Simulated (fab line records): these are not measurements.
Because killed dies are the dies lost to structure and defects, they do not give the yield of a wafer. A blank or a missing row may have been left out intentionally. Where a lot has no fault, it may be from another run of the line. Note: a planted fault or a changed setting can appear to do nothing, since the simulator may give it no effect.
Matching of chambers || flow nand-harc || NHARC_A_WL_FILL_ALD_10 on ald-hk-01: 4 sister chambers
The step deposits SiO2, target thk 50 nm, pulse time 10 s, ald cycles 500. 8 wafers are shown with their chamber, then 9 later ones without.

== WAFERS PAIRED WITH THEIR CHAMBERS ==
{"wafer": "L079.4", "chamber": 2, "heater-power-w (W)": 441, "heater-power-outer-w (W)": 260}
{"wafer": "L080.4", "chamber": 1, "heater-power-w (W)": 485, "heater-power-outer-w (W)": 282}
{"wafer": "L087.5", "chamber": 3, "heater-power-w (W)": 355, "heater-power-outer-w (W)": 202}
{"wafer": "L088.1", "chamber": 1, "heater-power-w (W)": 474, "heater-power-outer-w (W)": 268}
{"wafer": "L088.5", "chamber": 2, "heater-power-w (W)": 449, "heater-power-outer-w (W)": 253}
{"wafer": "L090.1", "chamber": 0, "heater-power-w (W)": 446, "heater-power-outer-w (W)": 255}
{"wafer": "L090.3", "chamber": 3, "heater-power-w (W)": 355, "heater-power-outer-w (W)": 206}
{"wafer": "L090.5", "chamber": 0, "heater-power-w (W)": 468, "heater-power-outer-w (W)": 265}

== WAFERS MISSING THEIR CHAMBER ==
{"wafer": "L091.1", "heater-power-w (W)": 455, "heater-power-outer-w (W)": 262}
{"wafer": "L091.3", "heater-power-w (W)": 441, "heater-power-outer-w (W)": 254}
{"wafer": "L091.6", "heater-power-w (W)": 454, "heater-power-outer-w (W)": 254}
{"wafer": "L093.4", "heater-power-w (W)": 351, "heater-power-outer-w (W)": 204}
{"wafer": "L093.3", "heater-power-w (W)": 455, "heater-power-outer-w (W)": 252}
{"wafer": "L093.6", "heater-power-w (W)": 459, "heater-power-outer-w (W)": 261}
{"wafer": "L095.4", "heater-power-w (W)": 447, "heater-power-outer-w (W)": 259}
{"wafer": "L095.5", "heater-power-w (W)": 355, "heater-power-outer-w (W)": 200}
{"wafer": "L095.6", "heater-power-w (W)": 454, "heater-power-outer-w (W)": 260}

== CHAMBER TAKEN BY EACH ==
{"wafer": "L091.1", "from the rows above": "can't be placed: 0 or 2", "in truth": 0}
{"wafer": "L091.3", "from the rows above": "can't be placed: 2 or 0", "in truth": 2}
{"wafer": "L091.6", "from the rows above": "can't be placed: 0 or 2", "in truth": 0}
{"wafer": "L093.4", "from the rows above": 3, "in truth": 3}
{"wafer": "L093.3", "from the rows above": "can't be placed: 0 or 2", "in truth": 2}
{"wafer": "L093.6", "from the rows above": "can't be placed: 0 or 2", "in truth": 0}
{"wafer": "L095.4", "from the rows above": "can't be placed: 2 or 0", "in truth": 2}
{"wafer": "L095.5", "from the rows above": 3, "in truth": 3}
{"wafer": "L095.6", "from the rows above": "can't be placed: 0 or 2", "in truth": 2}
Correct placement for 2 of the 9. Can't be placed from these rows: 7 (the true chamber is among the candidates in 7). Wrongly placed: 0.
How it was worked out, from the rows above alone: a wafer's distance from a chamber is the root of the sum, over the readings, of the square of ((its reading less the chamber's mean) divided by the reading's scatter). If the next closest chamber is less than 2 further off than the closest, the wafer can't be placed; otherwise it belongs to the closest. A chamber's mean is the mean of its shown wafers. How the scatter is found: for the shown wafers, subtract from each reading the mean of its chamber, square and add these, divide the total by (wafers less chambers), then take the root.
